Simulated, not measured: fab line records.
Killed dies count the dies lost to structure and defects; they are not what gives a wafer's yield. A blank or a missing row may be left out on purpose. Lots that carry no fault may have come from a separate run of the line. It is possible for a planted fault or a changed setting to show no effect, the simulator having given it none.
Chamber matching + flow nand harc + pecvd-03 running NHARC_A_ONON_D1_DEP_33: 3 sister chambers
The step deposits SiO2, target thk 200 nm. 6 wafers are shown with their chamber, then 7 later ones without.

## WAFERS PAIRED WITH THEIR CHAMBERS
| wafer  | chamber | showerhead vpp V (V) | throttle valve pct (%) |
|--------|---------|----------------------|------------------------|
| L077.2 | 1       | 1820                 | 16.0                   |
| L081.4 | 1       | 1816                 | 15.8                   |
| L084.3 | 2       | 1709                 | 16.5                   |
| L084.5 | 0       | 1912                 | 16.8                   |
| L085.2 | 0       | 1922                 | 16.7                   |
| L085.3 | 2       | 1696                 | 16.4                   |

## WAFERS MISSING THEIR CHAMBER
| wafer  | showerhead vpp V (V) | throttle valve pct (%) |
|--------|----------------------|------------------------|
| L085.5 | 1807                 | 16.1                   |
| L089.2 | 1697                 | 16.9                   |
| L089.5 | 1813                 | 15.8                   |
| L089.6 | 1670                 | 16.4                   |
| L093.1 | 1688                 | 16.6                   |
| L093.2 | 1917                 | 17.0                   |
| L093.6 | 1797                 | 16.0                   |

## EACH ONE'S CHAMBER
| wafer  | from the rows above | in truth |
|--------|---------------------|----------|
| L085.5 | 1                   | 1        |
| L089.2 | 2                   | 2        |
| L089.5 | 1                   | 1        |
| L089.6 | 2                   | 2        |
| L093.1 | 2                   | 2        |
| L093.2 | 0                   | 0        |
| L093.6 | 1                   | 1        |
7 of 7 placed correctly. Can't be placed from these rows: 0. Number placed wrongly: 0.
How it was worked out, from the rows above alone: a wafer's distance from a chamber is the root of the sum, over the readings, of the square of ((its reading less the chamber's mean) divided by the reading's scatter). The wafer belongs to the nearest chamber; if the next one is less than 2 further off, it can't be placed. Each chamber's mean is taken over the wafers shown for it. The scatter: the root of (the sum of the squares of (reading less its chamber's mean) over the shown wafers, divided by (wafers less chambers)).
